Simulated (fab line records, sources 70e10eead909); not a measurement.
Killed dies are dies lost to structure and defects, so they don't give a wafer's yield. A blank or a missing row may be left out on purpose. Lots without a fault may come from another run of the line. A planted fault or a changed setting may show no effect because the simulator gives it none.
Chamber matching | flow nand_harc | NHARC_P_BONDPAD_ACTIVATE_29 on rie_diel-02: 4 sister chambers
The step chemistry N2, time 60 s. 4 wafers are shown with their chamber, then 12 later ones without.

WAFERS WITH THEIR CHAMBER
wafer  | chamber | showerhead_plenum_p_Torr (Torr)
L086.1 | 3       | 1.82
L088.2 | 0       | 1.67
L088.3 | 1       | 1.84
L088.6 | 2       | 1.87

WAFERS WITHOUT THEIR CHAMBER
wafer  | showerhead_plenum_p_Torr (Torr)
L091.1 | 1.84
L091.4 | 1.82
L091.6 | 1.81
L093.1 | 1.81
L093.2 | 1.84
L093.6 | 1.67
L096.2 | 1.87
L096.4 | 1.67
L096.5 | 1.87
L097.2 | 1.81
L097.4 | 1.87
L097.6 | 1.81

WHICH CHAMBER EACH WENT THROUGH
wafer  | from the rows above | in truth
L091.1 | 1                   | 1
L091.4 | 3                   | 3
L091.6 | 3                   | 3
L093.1 | 3                   | 3
L093.2 | 1                   | 1
L093.6 | 0                   | 0
L096.2 | 2                   | 2
L096.4 | 0                   | 0
L096.5 | 2                   | 2
L097.2 | 3                   | 3
L097.4 | 2                   | 2
L097.6 | 3                   | 3
Placed correctly: 12 of 12. Can't be placed from these rows: 0. Placed wrongly: 0.
How it was worked out, from the rows above alone: a wafer's distance from a chamber is the root of the sum, over the readings, of the square of ((its reading less the chamber's mean) divided by the reading's scatter). The wafer belongs to the nearest chamber; if the next one is less than 2 further off, it can't be placed. A chamber's mean is the mean of its shown wafers. The scatter: with one shown wafer a chamber, the root of the mean of the squares of how far each hidden wafer lies from its nearest shown one.
